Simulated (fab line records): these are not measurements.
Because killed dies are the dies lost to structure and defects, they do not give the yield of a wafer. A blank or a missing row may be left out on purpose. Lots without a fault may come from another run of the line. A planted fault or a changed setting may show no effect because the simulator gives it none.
A single fault, viewed from 2 desks / flow n5_finfet / numbers are kept per desk, each desk with only its own; the story behind them comes last

## THE TOOL OWNER'S DESK: ald_sin-03
The tool's own readings at N5_GATE_CUT_SAC_CAP_01 (material SiNx, target thk 24 nm, pulse time 1 s, ald cycles 480): means of the sampled wafers that have a number, for each lot that ran on this tool. If a lot's mean is further than 4 standard deviations from the usual mean, the lot is out of limits and carries the mark OUT (the distance appears in the brackets).
Columns: A = heater_power_w at N5_GATE_CUT_SAC_CAP_01, usual 837 W; B = precursor_pulse_height_rel at N5_GATE_CUT_SAC_CAP_01, usual 1.000
lot=L430; first seen here=day 4 07:35; A=836; B=1.000
lot=L435; first seen here=day 5 19:52; A=814; B=0.967
lot=L441; first seen here=day 7 03:01; A=876; B=1.023
lot=L442; first seen here=day 7 11:10; A=822; B=1.017
lot=L445; first seen here=day 8 03:00; A=805; B=1.006
lot=L447; first seen here=day 8 14:34; A=814; B=1.014
lot=L448; first seen here=day 8 22:13; A=866; B=0.980
Finding of this desk: none of the 7 lots has anything out of limits.

## THE METROLOGY DESK
What the gauges read, lot by lot, whatever tool the lot ran on: means of the sampled wafers that have a number. If a lot's mean is further than 4 standard deviations from the usual mean, the lot is out of limits and carries the mark OUT (the distance appears in the brackets). Of its 11 readings 7 are shown: the one that was out of limits first, and those that lie furthest out on some lot.
Columns: A = MD_CAP_THK at N5_MOL_CONTACT_COAG_THK_MEAS_29, usual 17.91 nm; B = DIBL_P at N5_BEOL_M4_RC_MEAS_101, usual 36.1 mV/V; C = IOFF_N at N5_BEOL_M4_RC_MEAS_101, usual 0.160 nA/um; D = IOFF_P at N5_BEOL_M4_RC_MEAS_101, usual 0.21 nA/um; E = ION_P at N5_BEOL_M4_RC_MEAS_101, usual 464 uA/um; F = SS_P at N5_BEOL_M4_RC_MEAS_101, usual 73.3 mV/dec; G = VT_N at N5_BEOL_M4_RC_MEAS_101, usual 250 mV
lot=L430; first seen here=day 5 00:19; A=17.94; B=35.1; C=0.144; D=0.19; E=453; F=73.0; G=251
lot=L432; first seen here=day 5 16:32; A=17.94; B=35.2; C=0.140; D=0.18; E=460; F=72.7; G=252
lot=L435; first seen here=day 6 18:25; A=17.86; B=36.4; C=0.157; D=0.23; E=467; F=73.3; G=251
lot=L441; first seen here=day 7 19:52; A=17.83; B=39.7; C=0.204; D=0.30; E=481; F=74.3; G=247
lot=L442; first seen here=day 8 03:30; A=17.86; B=34.9; C=0.152; D=0.20; E=472; F=73.2; G=249
lot=L444; first seen here=day 8 14:03; A=17.97; B=33.9; C=0.135; D=0.20; E=463; F=72.7; G=251
lot=L445; first seen here=day 8 21:14; A=15.93 (-24) OUT; B=36.0; C=0.160; D=0.18; E=456; F=73.6; G=250
lot=L447; first seen here=day 9 05:37; A=14.96 (-36) OUT; B=37.5; C=0.186; D=0.21; E=466; F=73.5; G=246
lot=L448; first seen here=day 9 14:18; A=12.03 (-72) OUT; B=39.0; C=0.186; D=0.27; E=479; F=73.5; G=244
This desk reports L445, L447, L448 out of limits; the earliest was L445 at day 8 21:14 (MD_CAP_THK at N5_MOL_CONTACT_COAG_THK_MEAS_29). Within limits: L430, L432, L435, L441, L442, L444.

## BROUGHT TOGETHER
At day 8 21:14 the metrology desk could have sounded an alarm, on L445, L447, L448.
Nothing out of limits was seen by the tool owner's desk.
On record at the tool owner's desk: L445, L447, L448, within its limits.
N5_GATE_CUT_SAC_CAP_01 was run on ald_sin-03 by each of the lots named.

## WHAT WAS PUT IN BY THE SIMULATOR
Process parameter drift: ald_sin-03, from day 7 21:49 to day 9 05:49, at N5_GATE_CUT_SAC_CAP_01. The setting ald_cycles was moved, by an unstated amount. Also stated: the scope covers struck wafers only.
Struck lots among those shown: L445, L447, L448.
Time in hours between the start of the fault and the first out-of-limits reading at each desk: metrology desk, 23.
